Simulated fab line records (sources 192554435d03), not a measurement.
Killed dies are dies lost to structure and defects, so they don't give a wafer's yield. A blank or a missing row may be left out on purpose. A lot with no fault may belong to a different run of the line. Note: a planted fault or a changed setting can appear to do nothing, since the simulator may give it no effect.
Matching of chambers | flow n5 finfet | 4 sister chambers for N5_BEOL_M12_DESCUM_33 on rie diel-04
The step chemistry O2, time 7.9 s. 4 wafers are shown with their chamber, then 8 later ones without.

== WAFERS WITH THEIR CHAMBER ==
wafer  | chamber | throttle valve pct (%)
L088.4 | 3       | 20.3
L088.6 | 1       | 20.7
L091.6 | 2       | 20.0
L094.1 | 0       | 19.9

== WAFERS MISSING THEIR CHAMBER ==
wafer  | throttle valve pct (%)
L094.5 | 19.9
L094.6 | 20.0
L093.2 | 20.0
L093.4 | 20.0
L093.6 | 19.9
L097.2 | 19.9
L097.3 | 20.0
L097.5 | 20.8

== WHICH CHAMBER EACH WENT THROUGH ==
wafer  | from the rows above | in truth
L094.5 | 0                   | 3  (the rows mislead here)
L094.6 | 2                   | 2
L093.2 | 2                   | 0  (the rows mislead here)
L093.4 | 2                   | 2
L093.6 | 0                   | 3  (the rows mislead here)
L097.2 | 0                   | 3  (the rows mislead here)
L097.3 | 2                   | 2
L097.5 | 1                   | 1
Correct placement for 4 of the 8. From these rows, 0 cannot be placed. Number placed wrongly: 4.
How it was worked out, from the rows above alone: a wafer's distance from a chamber is the root of the sum, over the readings, of the square of ((its reading less the chamber's mean) divided by the reading's scatter). The wafer belongs to the nearest chamber; if the next one is less than 2 further off, it can't be placed. A chamber's mean is the mean of its shown wafers. The scatter (one wafer shown for each chamber): square how far every hidden wafer sits from the nearest shown wafer, average those squares and take the square root.
